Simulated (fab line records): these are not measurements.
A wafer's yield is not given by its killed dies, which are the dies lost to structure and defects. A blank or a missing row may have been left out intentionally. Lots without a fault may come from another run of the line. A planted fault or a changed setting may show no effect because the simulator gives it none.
The tool behind it: which one? | flow nandHarc | 72 wafers from 24 lots sampled at 6 of the route's 1302 steps

## WHAT EACH GAUGE READ, for each wafer
NHARC_A_SGD_CUT_THK_MEAS_22: measures by ellipsometry. Usual: thkNm 148.2 nm, standard deviation 1.4.
lot  | measured     | on           | thkNm (nm)        | flag
L074 | day 19 13:11 | filmMetro-02 | 146.8 152.0 148.6 | 
L076 | day 20 02:14 | filmMetro-01 | 150.1 150.5 147.8 | 
L075 | day 20 02:14 | filmMetro-02 | 147.3 151.2 145.8 | 
L078 | day 21 03:30 | filmMetro-02 | 147.4 148.2 145.5 | 
L077 | day 21 03:21 | filmMetro-02 | 147.2 147.4 148.2 | 
L080 | day 21 10:32 | filmMetro-01 | 150.7 150.9 148.3 | 
L079 | day 21 03:21 | filmMetro-01 | 144.2 147.9 149.8 | 
L082 | day 22 11:13 | filmMetro-02 | 150.2 148.1 152.5 | 
L081 | day 22 11:13 | filmMetro-01 | 148.4 150.8 147.7 | 
L083 | day 23 04:13 | filmMetro-01 | 148.0 148.2 148.8 | 
L084 | day 23 16:23 | filmMetro-02 | 148.8 146.7 148.5 | 
L085 | day 23 16:23 | filmMetro-01 | 148.7 148.4 148.0 | 
L086 | day 24 08:55 | filmMetro-02 | 146.2 147.9 146.8 | 
L087 | day 24 22:07 | filmMetro-02 | 147.4 148.9 148.2 | 
L088 | day 25 09:40 | filmMetro-01 | 148.9 148.4 146.7 | 
L089 | day 25 09:40 | filmMetro-02 | 149.3 148.8 146.2 | 
L090 | day 26 06:57 | filmMetro-02 | 147.5 148.0 148.7 | 
L092 | day 26 22:38 | filmMetro-01 | 149.7 147.0 147.9 | 
L091 | day 26 22:38 | filmMetro-02 | 146.6 147.8 150.2 | 
L093 | day 26 22:38 | filmMetro-02 | 148.8 148.1 148.5 | 
L094 | day 27 19:54 | filmMetro-02 | 149.0 146.6 148.2 | 
L095 | day 28 09:25 | filmMetro-02 | 149.1 147.2 148.2 | 
L097 | day 29 03:51 | filmMetro-01 | 146.1 147.3 149.3 | 
L096 | day 29 21:21 | filmMetro-01 | 150.4 147.9 149.3 | 

NHARC_A_SLIT_INSPECT_11. Usual: rawDefectCount 54, standard deviation 33.
lot  | measured     | on               | rawDefectCount | flag
L074 | day 19 18:38 | defectInspect-01 | 19 21 20       | 
L076 | day 20 07:50 | defectInspect-01 | 105 109 105    | 
L075 | day 20 07:41 | defectInspect-01 | 15 18 34       | 
L078 | day 21 13:25 | defectInspect-02 | 16 24 24       | 
L077 | day 21 09:40 | defectInspect-01 | 23 20 16       | 
L080 | day 21 18:30 | defectInspect-01 | 25 25 21       | 
L079 | day 21 09:51 | defectInspect-01 | 128 97 111     | 
L082 | day 22 16:52 | defectInspect-01 | 76 76 62       | 
L081 | day 22 16:43 | defectInspect-01 | 62 66 59       | 
L083 | day 23 11:10 | defectInspect-01 | 25 23 24       | 
L084 | day 23 23:05 | defectInspect-01 | 97 84 96       | 
L085 | day 23 22:24 | defectInspect-01 | 24 16 25       | 
L086 | day 24 16:55 | defectInspect-02 | 83 76 81       | 
L087 | day 25 03:26 | defectInspect-01 | 24 21 25       | 
L088 | day 25 18:50 | defectInspect-01 | 60 71 81       | 
L089 | day 25 16:35 | defectInspect-01 | 115 90 88      | 
L090 | day 26 17:55 | defectInspect-02 | 51 61 60       | 
L092 | day 27 04:59 | defectInspect-02 | 52 69 69       | 
L091 | day 27 04:16 | defectInspect-02 | 71 89 77       | 
L093 | day 27 04:07 | defectInspect-01 | 53 73 67       | 
L094 | day 28 01:17 | defectInspect-01 | 35 24 26       | 
L095 | day 28 14:54 | defectInspect-02 | 18 22 31       | 
L097 | day 29 10:17 | defectInspect-01 | 7 8 12         | 
L096 | day 30 02:58 | defectInspect-02 | 96 82 89       | 

## WHICH TOOL RAN EACH LOT (tool, then ch and the chambers of the sampled wafers, then the start)
lot  | NHARC_A_STAIRCASE_DEP_259       | NHARC_A_STAIRCASE_ETCH_451                   | NHARC_A_STAIRCASE_HM_OPEN_463                | NHARC_A_STAIRCASE_DEP_322
L074 | pecvd-04 ch 0,1,2, day 16 15:13 | rieDiel-06 ch 0,3, day 18 06:50 or earlier   | rieDiel-06 ch 0,1,2, day 18 06:50 or earlier | pecvd-03 ch 0,1,2, day 18 06:50
L076 | pecvd-02 ch 0,1,2, day 16 22:16 | rieDiel-06 ch 0,1, day 18 14:58 or earlier   | rieDiel-09 ch 0,1,3, day 18 14:58 or earlier | pecvd-02 ch 0,1,2, day 18 14:58
L075 | pecvd-02 ch 0,1, day 16 22:44   | rieDiel-09 ch 0,2, day 18 14:59 or earlier   | rieDiel-09 ch 0,1, day 18 14:59 or earlier   | pecvd-04 ch 1,2, day 18 14:59
L078 | pecvd-02 ch 0,2, day 17 22:30   | rieDiel-06 ch 0,2,3, day 19 15:02 or earlier | rieDiel-01 ch 1,2,3, day 19 15:02 or earlier | pecvd-02 ch 0,2, day 19 15:02
L077 | pecvd-02 ch 0,2, day 17 22:49   | rieDiel-01 ch 0,1,2, day 19 15:04 or earlier | rieDiel-09 ch 0,1,2, day 19 15:04 or earlier | pecvd-03 ch 0,1,2, day 19 15:04
L080 | pecvd-03 ch 1,2, day 18 07:23   | rieDiel-09 ch 0,3, day 19 18:46 or earlier   | rieDiel-09 ch 0,1, day 19 18:46 or earlier   | pecvd-03 ch 0,1,2, day 19 18:46
L079 | pecvd-04 ch 0,1,2, day 18 09:14 | rieDiel-06 ch 0,1,2, day 19 18:51 or earlier | rieDiel-06 ch 1,2,3, day 19 18:51 or earlier | pecvd-02 ch 0,2, day 19 18:51
L082 | pecvd-02 ch 1,2, day 19 09:04   | rieDiel-09 ch 0,2,3, day 21 00:10 or earlier | rieDiel-09 ch 0,1, day 21 00:10 or earlier   | pecvd-03 ch 0,1,2, day 21 00:10
L081 | pecvd-04 ch 1,2, day 19 12:48   | rieDiel-01 ch 0,1,3, day 21 00:16 or earlier | rieDiel-01 ch 0,1,2, day 21 00:16 or earlier | pecvd-04 ch 0,1,2, day 21 00:16
L083 | pecvd-02 ch 0,1,2, day 19 19:23 | rieDiel-01 ch 1,3, day 21 17:23 or earlier   | rieDiel-06 ch 1,3, day 21 17:23 or earlier   | pecvd-04 ch 0,1,2, day 21 17:23
L084 | pecvd-04 ch 0,1, day 20 14:02   | rieDiel-06 ch 0,3, day 22 04:56 or earlier   | rieDiel-01 ch 0,1, day 22 04:56 or earlier   | pecvd-02 ch 0,1,2, day 22 04:56
L085 | pecvd-04 ch 0,1,2, day 20 15:52 | rieDiel-01 ch 0,1,2, day 22 04:44 or earlier | rieDiel-09 ch 0,2,3, day 22 04:44 or earlier | pecvd-04 ch 0,1,2, day 22 04:44
L086 | pecvd-02 ch 1,2, day 21 02:34   | rieDiel-06 ch 1,2,3, day 23 01:48 or earlier | rieDiel-06 ch 1,2,3, day 23 01:48 or earlier | pecvd-04 ch 1,2, day 23 01:48
L087 | pecvd-02 ch 0,2, day 21 23:05   | rieDiel-06 ch 0,1, day 23 11:24 or earlier   | rieDiel-09 ch 1,2,3, day 23 11:24 or earlier | pecvd-03 ch 1,2, day 23 11:24
L088 | pecvd-02 ch 1,2, day 22 10:59   | rieDiel-01 ch 1,2,3, day 23 23:52 or earlier | rieDiel-06 ch 1,2,3, day 23 23:52 or earlier | pecvd-02 ch 0,2, day 23 23:52
L089 | pecvd-03 ch 0,1,2, day 22 11:14 | rieDiel-09 ch 0,2,3, day 24 00:00 or earlier | rieDiel-06 ch 1,2, day 24 00:00 or earlier   | pecvd-04 ch 0,2, day 24 00:00
L090 | pecvd-02 ch 0,1,2, day 23 01:10 | rieDiel-09 ch 0,1,3, day 24 16:06 or earlier | rieDiel-09 ch 1,2, day 24 16:06 or earlier   | pecvd-04 ch 0,1, day 24 16:06
L092 | pecvd-03 ch 0,1,2, day 23 17:12 | rieDiel-09 ch 0,1,3, day 24 09:21 or earlier | rieDiel-06 ch 0,2,3, day 24 09:21            | pecvd-03 ch 0,1,2, day 25 13:30
L091 | pecvd-04 ch 0,1,2, day 23 19:01 | rieDiel-06 ch 2,3, day 25 13:32 or earlier   | rieDiel-09 ch 0,3, day 25 13:32 or earlier   | pecvd-04 ch 0,1,2, day 25 13:32
L093 | pecvd-02 ch 0,2, day 23 21:25   | rieDiel-09 ch 0,2,3, day 25 18:21 or earlier | rieDiel-09 ch 1,2, day 25 18:21 or earlier   | pecvd-04 ch 1,2, day 25 18:21
L094 | pecvd-03 ch 0,2, day 24 21:07   | rieDiel-09 ch 0,1,3, day 26 10:54 or earlier | rieDiel-01 ch 1,2,3, day 26 10:54 or earlier | pecvd-04 ch 0,2, day 26 10:54
L095 | pecvd-03 ch 0,1, day 25 04:56   | rieDiel-06 ch 1,2,3, day 26 18:33 or earlier | rieDiel-06 ch 1,2,3, day 26 18:33 or earlier | pecvd-04 ch 0,1, day 26 18:33
L097 | pecvd-02 ch 1,2, day 26 02:47   | rieDiel-01 ch 0,1,3, day 27 20:37 or earlier | rieDiel-06 ch 0,1,2, day 27 20:37 or earlier | pecvd-04 ch 0,1, day 27 20:37
L096 | pecvd-02 ch 0,1,2, day 26 09:50 | rieDiel-09 ch 0,1,3, day 28 10:18 or earlier | rieDiel-01 ch 0,2,3, day 28 10:18 or earlier | pecvd-03 ch 0,1,2, day 28 10:18
- NHARC_A_STAIRCASE_DEP_259: deposits SiON, target thk 30 nm.
- NHARC_A_STAIRCASE_ETCH_451: etches the open film in CF4/O2, target depth 30 nm, overetch 3 nm, time 16.5 s.
- NHARC_A_STAIRCASE_HM_OPEN_463: chemistry O2/COS.
- NHARC_A_STAIRCASE_DEP_322: deposits SiO2, target thk 7200 nm.

## WHAT THE TOOLS THEMSELVES READ (means of the sampled wafers that have a number; where no wafer has one, the mark that the record gives instead)
NHARC_A_STAIRCASE_DEP_259. Usual: heaterPowerW 732 W, standard deviation 100.
lot  | tool     | heaterPowerW (W) | flag
L074 | pecvd-04 | 761              | 
L076 | pecvd-02 | 678              | 
L075 | pecvd-02 | 614              | 
L078 | pecvd-02 | 682              | 
L077 | pecvd-02 | 627              | 
L080 | pecvd-03 | 840              | 
L079 | pecvd-04 | 751              | 
L082 | pecvd-02 | 721              | 
L081 | pecvd-04 | 856              | 
L083 | pecvd-02 | 658              | 
L084 | pecvd-04 | 686              | 
L085 | pecvd-04 | 754              | 
L086 | pecvd-02 | 653              | 
L087 | pecvd-02 | 779              | 
L088 | pecvd-02 | 732              | 
L089 | pecvd-03 | 790              | 
L090 | pecvd-02 | 669              | 
L092 | pecvd-03 | 797              | 
L091 | pecvd-04 | 847              | 
L093 | pecvd-02 | 705              | 
L094 | pecvd-03 | 814              | 
L095 | pecvd-03 | 787              | 
L097 | pecvd-02 | 686              | 
L096 | pecvd-02 | 623              | 

NHARC_A_STAIRCASE_ETCH_451. Usual: biasW 99.99 W, standard deviation 0.28; cf4FlowSccm 80.00 sccm, standard deviation 0.23; drypumpMotorCurrentA 5.8 A, standard deviation 0.49; o2FlowSccm 19.99 sccm, standard deviation 0.06; oesProductAu 1.002 a.u., standard deviation 0.0072; rfVppV 197.4 V, standard deviation 1.6; showerheadPlenumPTorr 1.32 Torr, standard deviation 0.065; throttleValvePct 13.397 %, standard deviation 0.0097.
lot  | tool       | biasW (W) | cf4FlowSccm (sccm) | drypumpMotorCurrentA (A) | o2FlowSccm (sccm) | oesProductAu (a.u.) | rfVppV (V) | showerheadPlenumPTorr (Torr) | throttleValvePct (%) | flag
L074 | rieDiel-06 | 100.07    | 80.05              | 5.4                      | 19.98             | 1.007               | 197.0      | 1.26                         | 13.395               | 
L076 | rieDiel-06 | 99.62     | 80.12              | 6.0                      | 19.99             | 1.003               | 196.5      | 1.27                         | 13.399               | 
L075 | rieDiel-09 | 100.13    | 80.14              | 6.0                      | 19.95             | 1.002               | 197.4      | 1.31                         | 13.398               | 
L078 | rieDiel-06 | 99.90     | 79.78              | 5.7                      | 19.96             | 0.998               | 196.0      | 1.31                         | 13.388               | 
L077 | rieDiel-01 | 99.68     | 80.11              | 5.5                      | 19.95             | 1.004               | 198.4      | 1.36                         | 13.399               | 
L080 | rieDiel-09 | 99.89     | 80.07              | 6.1                      | 19.93             | 0.999               | 197.2      | 1.28                         | 13.396               | 
L079 | rieDiel-06 | 100.24    | 80.40              | 5.9                      | 19.99             | 1.006               | 198.8      | 1.32                         | 13.384               | 
L082 | rieDiel-09 | 100.01    | 79.91              | 6.2                      | 20.01             | 0.998               | 198.3      | 1.34                         | 13.386               | 
L081 | rieDiel-01 | 100.00    | 79.98              | 5.6                      | 20.01             | 1.003               | 197.7      | 1.30                         | 13.410               | 
L083 | rieDiel-01 | 99.81     | 80.05              | 5.7                      | 20.02             | 1.002               | 196.8      | 1.28                         | 13.392               | 
L084 | rieDiel-06 | 100.00    | 80.07              | 5.3                      | 19.99             | 1.006               | 196.6      | 1.26                         | 13.394               | 
L085 | rieDiel-01 | 100.14    | 80.13              | 5.5                      | 20.00             | 1.009               | 198.9      | 1.35                         | 13.406               | 
L086 | rieDiel-06 | 100.06    | 80.17              | 6.1                      | 20.04             | 1.007               | 196.7      | 1.31                         | 13.399               | 
L087 | rieDiel-06 | 100.13    | 80.27              | 5.6                      | 19.98             | 1.009               | 196.7      | 1.26                         | 13.409               | 
L088 | rieDiel-01 | 99.95     | 80.02              | 5.6                      | 20.02             | 1.008               | 197.4      | 1.34                         | 13.393               | 
L089 | rieDiel-09 | 99.93     | 79.98              | 6.2                      | 19.99             | 0.998               | 198.4      | 1.34                         | 13.401               | 
L090 | rieDiel-09 | 100.11    | 80.14              | 5.7                      | 20.00             | 0.999               | 196.6      | 1.31                         | 13.396               | 
L092 | rieDiel-09 | 99.95     | 80.01              | 5.7                      | 20.02             | 1.007               | 196.8      | 1.31                         | 13.395               | 
L091 | rieDiel-06 | 100.02    | 80.25              | 5.9                      | 19.99             | 1.006               | 198.7      | 1.35                         | 13.388               | 
L093 | rieDiel-09 | 99.87     | 79.87              | 6.2                      | 20.08             | 0.998               | 197.5      | 1.34                         | 13.401               | 
L094 | rieDiel-09 | 100.14    | 80.02              | 5.7                      | 20.02             | 0.995               | 196.9      | 1.30                         | 13.405               | 
L095 | rieDiel-06 | 99.95     | 79.85              | 6.0                      | 19.96             | 0.998               | 196.7      | 1.30                         | 13.398               | 
L097 | rieDiel-01 | 100.07    | 79.84              | 5.6                      | 20.04             | 1.002               | 197.2      | 1.29                         | 13.395               | 
L096 | rieDiel-09 | 100.00    | 79.97              | 5.7                      | 19.95             | 0.999               | 196.9      | 1.30                         | 13.392               | 

NHARC_A_STAIRCASE_HM_OPEN_463. Usual: biasW 300.2 W, standard deviation 0.92; drypumpMotorCurrentA 5.8 A, standard deviation 0.52; o2FlowSccm 399.9 sccm, standard deviation 1.1; oesProductAu 1.002 a.u., standard deviation 0.0073; rfVppV 466 V, standard deviation 3.4; showerheadPlenumPTorr 3.08 Torr, standard deviation 0.15; throttleValvePct 28.329 %, standard deviation 0.0082.
lot  | tool       | biasW (W) | drypumpMotorCurrentA (A) | o2FlowSccm (sccm) | oesProductAu (a.u.) | rfVppV (V) | showerheadPlenumPTorr (Torr) | throttleValvePct (%) | flag
L074 | rieDiel-06 | 299.5     | 5.9                      | 399.8             | 0.999               | 466        | 3.08                         | 28.332               | 
L076 | rieDiel-09 | 300.3     | 5.7                      | 399.8             | 1.003               | 467        | 3.08                         | 28.337               | 
L075 | rieDiel-09 | 299.6     | 5.6                      | 399.8             | 0.993               | 465        | 3.01                         | 28.331               | 
L078 | rieDiel-01 | 300.0     | 5.7                      | 400.2             | 1.002               | 467        | 3.14                         | 28.330               | 
L077 | rieDiel-09 | 300.5     | 5.6                      | 400.3             | 0.999               | 467        | 3.15                         | 28.325               | 
L080 | rieDiel-09 | 300.7     | 5.6                      | 399.8             | 0.993               | 465        | 3.00                         | 28.328               | 
L079 | rieDiel-06 | 300.5     | 6.0                      | 398.7             | 1.003               | 467        | 3.08                         | 28.329               | 
L082 | rieDiel-09 | 300.3     | 5.1                      | 399.8             | 1.002               | 466        | 3.07                         | 28.337               | 
L081 | rieDiel-01 | 300.3     | 5.5                      | 400.1             | 1.002               | 468        | 3.17                         | 28.330               | 
L083 | rieDiel-06 | 300.4     | 5.9                      | 400.1             | 1.002               | 463        | 2.95                         | 28.327               | 
L084 | rieDiel-01 | 300.3     | 5.4                      | 399.9             | 1.011               | 465        | 3.07                         | 28.334               | 
L085 | rieDiel-09 | 300.2     | 6.2                      | 400.1             | 0.998               | 467        | 3.14                         | 28.329               | 
L086 | rieDiel-06 | 301.4     | 6.0                      | 399.3             | 1.002               | 466        | 3.07                         | 28.325               | 
L087 | rieDiel-09 | 300.2     | 5.8                      | 401.3             | 1.014               | 469        | 3.20                         | 28.322               | 
L088 | rieDiel-06 | 299.1     | 6.0                      | 398.8             | 1.007               | 466        | 3.06                         | 28.325               | 
L089 | rieDiel-06 | 300.2     | 6.2                      | 399.1             | 1.002               | 469        | 3.17                         | 28.330               | 
L090 | rieDiel-09 | 300.0     | 5.2                      | 397.9             | 0.998               | 469        | 3.20                         | 28.332               | 
L092 | rieDiel-06 | 299.6     | 5.7                      | 400.4             | 1.006               | 466        | 3.05                         | 28.323               | 
L091 | rieDiel-09 | 300.0     | 6.3                      | 400.9             | 0.994               | 466        | 3.05                         | 28.329               | 
L093 | rieDiel-09 | 300.0     | 5.2                      | 400.4             | 0.996               | 470        | 3.20                         | 28.330               | 
L094 | rieDiel-01 | 300.4     | 5.7                      | 400.8             | 0.998               | 467        | 3.12                         | 28.326               | 
L095 | rieDiel-06 | 299.4     | 6.0                      | 400.8             | 1.004               | 465        | 3.05                         | 28.327               | 
L097 | rieDiel-06 | 299.7     | 5.9                      | 399.5             | 1.001               | 466        | 3.05                         | 28.329               | 
L096 | rieDiel-01 | 299.9     | 5.7                      | 400.7             | 1.004               | 466        | 3.09                         | 28.334               | 

NHARC_A_STAIRCASE_DEP_322. Usual: heaterPowerW 687 W, standard deviation 120.
lot  | tool     | heaterPowerW (W) | flag
L074 | pecvd-03 | 662              | 
L076 | pecvd-02 | 593              | 
L075 | pecvd-04 | 734              | 
L078 | pecvd-02 | 615              | 
L077 | pecvd-03 | 787              | 
L080 | pecvd-03 | 762              | 
L079 | pecvd-02 | 617              | 
L082 | pecvd-03 | 741              | 
L081 | pecvd-04 | 740              | 
L083 | pecvd-04 | 665              | 
L084 | pecvd-02 | 584              | 
L085 | pecvd-04 | 772              | 
L086 | pecvd-04 | 671              | 
L087 | pecvd-03 | 709              | 
L088 | pecvd-02 | 625              | 
L089 | pecvd-04 | 697              | 
L090 | pecvd-04 | 621              | 
L092 | pecvd-03 | 660              | 
L091 | pecvd-04 | 681              | 
L093 | pecvd-04 | 666              | 
L094 | pecvd-04 | 800              | 
L095 | pecvd-04 | 605              | 
L097 | pecvd-04 | 660              | 
L096 | pecvd-03 | 755              | 

## THE ANSWER, worked out from the rows above alone
Rule: a lot is off if the mean of its wafers that have a number lies more than 3 standard deviations from the usual mean. A lot without any number at a reading at which 4 lots or more have one is off too. Where the step has rows for the other lots, those lots are counted as sound. Order of review: gauges by route order, followed by the tools' own readings, for which a lot's mean as printed above is used. At the first step where some lot is off, the reading lying furthest off is the one used; lots without a number count as furthest.
None of the lots is off at any reading shown; this tells nothing.

## WHAT HAD BEEN PUT IN BY THE SIMULATOR
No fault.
